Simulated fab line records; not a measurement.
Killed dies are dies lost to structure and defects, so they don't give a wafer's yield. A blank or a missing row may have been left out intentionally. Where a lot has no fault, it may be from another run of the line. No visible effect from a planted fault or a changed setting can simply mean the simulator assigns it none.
Struck lot and sound lot, side by side ; flow nandHarc ; 14 out of 1302 route steps
Sound: wafers L122.1, L122.2, L122.6. Struck: wafers L112.1, L112.4, L112.5. The cause is given at the end.
Per side, at each step with rows, come the tool, then ch with its chambers, and then its first start. Under that, the readings that differ: sound wafers ; struck wafers ; difference of the means ; sigmas: that difference in standard deviations of wafers without a fault.
alike: readings with means less than 2 such deviations apart, plus words and numbers identical on both sides. not compared: withheld readings, readings lacking a value on some wafer, bounds such as >300 that could conceal the same value, and numbers that have no deviation in the record and whose values overlap.
The two part at a step that has a row with sigmas, a row that says differs or no value, or rows on one side only. When numbers do not overlap yet have no deviation, they are printed without sigmas and do not part them. Lack of a reading on every wafer of one side parts them only where that side has two or more wafers.

NHARC_P_CONTACT_INSPECT_14:
  struck on defectInspect-02, day 10 02:26; sound on defectInspect-02, day 14 10:11
  alike: rawDefectCount
NHARC_P_CONTACT_DESCUM_17: chemistry O2, time 3 s.
  sound on rieDiel-02 ch 0,2,3, day 14 10:16; struck on rieDiel-06 ch 0,1, day 10 02:30
  alike: drypumpMotorCurrentA, oesProductAu, rfVppV, showerheadPlenumPTorr, throttleValvePct
  not compared: rfHoursCounterH
then, 1 step without rows for these wafers: NHARC_P_CONTACT_ETCH_35 (etches the open film in CF4, target depth 39 nm, time 65 s).
NHARC_P_CONTACT_ETCH_36: etches the open film in N2/H2, target depth 260 nm, time 406.25 s.
  sound: rieDiel-02 ch 0,2; struck: rieDiel-06 ch 0,1,2
  alike: drypumpMotorCurrentA, n2FlowSccm, oesProductAu, rfVppV, showerheadPlenumPTorr, throttleValvePct
  not compared: rfHoursCounterH
NHARC_P_CONTACT_ETCH_18: etches the open film in C4F8/O2/Ar, target depth 481 nm, time 240.5 s.
  sound: rieDiel-02 ch 0,1,2; struck: rieDiel-06 ch 2,3
  alike: oesProductAu, rfVppV
  not compared: rfHoursCounterH
then, 1 step without rows for these wafers: NHARC_P_CONTACT_STRIP_37 (strips in C4F8/O2/Ar).
NHARC_P_CONTACT_ETCH_31: etches the open film in CH3F/O2, target depth 30 nm, time 85.7 s.
  sound: rieDiel-02 ch 0,1,3; struck: rieDiel-06 ch 1,2,3
  alike: drypumpMotorCurrentA, oesProductAu, rfVppV, showerheadPlenumPTorr, throttleValvePct
  not compared: rfHoursCounterH
NHARC_P_CONTACT_CD_MEAS_19:
  struck on cdSem-01, day 10 03:22; sound on cdSem-01, day 14 11:08
  alike: cdNm
then, 2 steps without rows for these wafers: NHARC_P_CONTACT_STRIP_28 (strips in O2); NHARC_P_CONTACT_STRIP_29 (strips in post etch residue remover, time 1200 s).
NHARC_P_CONTACT_DEGAS_38: time 60 s.
  struck on pvdSputter-02, day 10 04:04; sound on pvdSputter-01, day 14 11:50
  alike: heaterPowerW, susceptorTempC
then, 1 step without rows for these wafers: NHARC_P_CONTACT_PRE_CLEAN_39 (time 19.5 s).
NHARC_P_CONTACT_PVD_32: deposits Ti, target thk 5 nm, time 17.7 s.
  struck on pvdSputter-02, day 10 04:12; sound on pvdSputter-01, day 14 11:58
  no value came back on the struck wafers for cathodeDcPowerW (W), chamberPressurePa (Pa), throttleValvePct (%); on the sound wafers cathodeDcPowerW (W) reads 5000.2 5001.1 5001.4
then, 1 step without rows for these wafers: NHARC_P_CONTACT_ALD_22 (deposits TiN, target thk 3 nm, pulse time 1 s, ald cycles 150).

== WHERE THEY PART ==
At NHARC_P_CONTACT_PVD_32 and nowhere else, as far as this record goes.

WHY: what had been put in by the simulator
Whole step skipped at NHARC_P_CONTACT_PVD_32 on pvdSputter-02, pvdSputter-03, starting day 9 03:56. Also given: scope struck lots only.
